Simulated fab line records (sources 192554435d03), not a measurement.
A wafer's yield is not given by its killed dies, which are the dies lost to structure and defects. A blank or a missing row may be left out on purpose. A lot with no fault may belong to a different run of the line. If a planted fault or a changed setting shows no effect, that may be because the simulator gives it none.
Problem report in the 8D (eight disciplines) form, filled by code / flow n5Finfet / the parts of the form that need people (team, actions taken, sign-off) are left out

1. WHAT WENT WRONG
Wafers with no fault read 197.4 s with a standard deviation of 0.32, whereas runLengthS at N5_PASSIVATION_PECVD_53 reads a mean of 266.1 s on 1 wafer of 1 lot. So: +99 or more standard deviations from the usual mean.
The step: deposits SiO2 from TEOS/O2, target thk 800 nm, time 169.4 s.
Earliest sighting: wafer L393.3 on pecvd-04 at day 14 04:33. At this step, 30 wafers from 10 lots have a number in the record. Rule for "out", or "out of limits": more than 4 standard deviations from the usual mean. All remaining wafers that have a number are taken as sound.

2. WHAT IT IS; WHAT IT IS NOT
question=which readings at this step | is=runLengthS | is not=chamberPressureTorr
question=which lots | is=L393 | is not=L386, L390, L391, L392, L394, L404, L405, L407, L408
question=which wafers of those lots | is=L393.3 | is not=L393.1, L393.5
question=read on which tools | is=pecvd-04 | is not=pecvd-01
question=when | is=from day 14 04:33 | is not=up to then (14 sound wafers); but 15 sound wafers of L394, L404, L405, L407, L408 came after

3. SUSPECTS, AND WHAT RULES EACH OUT
Counting: any tool at a process step up to the reading remains a suspect provided it ran every lot that is out. Sound lots after the first of them don't rule it out here, since some wafers of a struck lot are sound.
- pecvd-04 at N5_PASSIVATION_PECVD_53 (deposits SiO2 from TEOS/O2, target thk 800 nm, time 169.4 s): kept. The lot that is out, L393, ran on it at day 14 04:33; the last sound lot it ran before that was L392, at day 13 22:14. On those wafers its own readings are out: runLengthS.
- Within pecvd-04 at N5_PASSIVATION_PECVD_53: the wafers that are out ran in chamber 2; their sound lot-mates ran in chambers 0, 1.
After counting, what remains is pecvd-04 at N5_PASSIVATION_PECVD_53.

4. THE CAUSE (what the simulator had put in)
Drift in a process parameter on pecvd-04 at N5_PASSIVATION_PECVD_53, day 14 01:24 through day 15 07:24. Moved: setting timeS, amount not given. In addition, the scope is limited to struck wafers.
After counting, this tool was the only one left.

5. THE CHAIN OF EFFECTS, in route order
One row per reading whose mean, taken over the struck wafers that have a number, lies over 3 standard deviations from the usual. Only readings whose record carries a usual standard deviation are examined. hours: median over the lots of the time between each lot's start at the first step of this table that gives one and its start at this step. sigmas: the change, counted in usual standard deviations.
hours=0; step=N5_PASSIVATION_PECVD_53; reading=runLengthS; usual=197.4 s; on struck wafers=266.1; change=+68.7; sigmas=+99 or more
hours=4; step=N5_PASSIVATION_PROBE_49; reading=defectLimitedYield; usual=91.2 %; on struck wafers=0.0; change=-91.2; sigmas=-65
hours=4; step=N5_PASSIVATION_PROBE_49; reading=killedAtOther; usual=3.1; on struck wafers=1072.0; change=+1068.9; sigmas=+99 or more
hours=4; step=N5_PASSIVATION_PROBE_49; reading=killedDies; usual=103; on struck wafers=1180; change=+1077; sigmas=+67
hours=4; step=N5_PASSIVATION_PROBE_49; reading=killedOnRim; usual=13; on struck wafers=152; change=+139; sigmas=+41
hours=4; step=N5_PASSIVATION_PROBE_49; reading=sort_bin_5_function; usual=5.1 %; on struck wafers=96.1; change=+91.0; sigmas=+99 or more
hours=4; step=N5_PASSIVATION_PROBE_49; reading=sortNPass; usual=1077; on struck wafers=0; change=-1077; sigmas=-67
hours=4; step=N5_PASSIVATION_PROBE_49; reading=sortYieldPct; usual=91.2 %; on struck wafers=0.0; change=-91.2; sigmas=-65
Here are the process steps it includes:
- N5_PASSIVATION_PECVD_53: deposits SiO2 from TEOS/O2, target thk 800 nm, time 169.4 s.
- N5_PASSIVATION_PROBE_49

6. WHAT WOULD HAVE CAUGHT IT SOONER
The fault began at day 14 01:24; the first out-of-limits reading in this record came at day 14 04:33, 3 hours later.
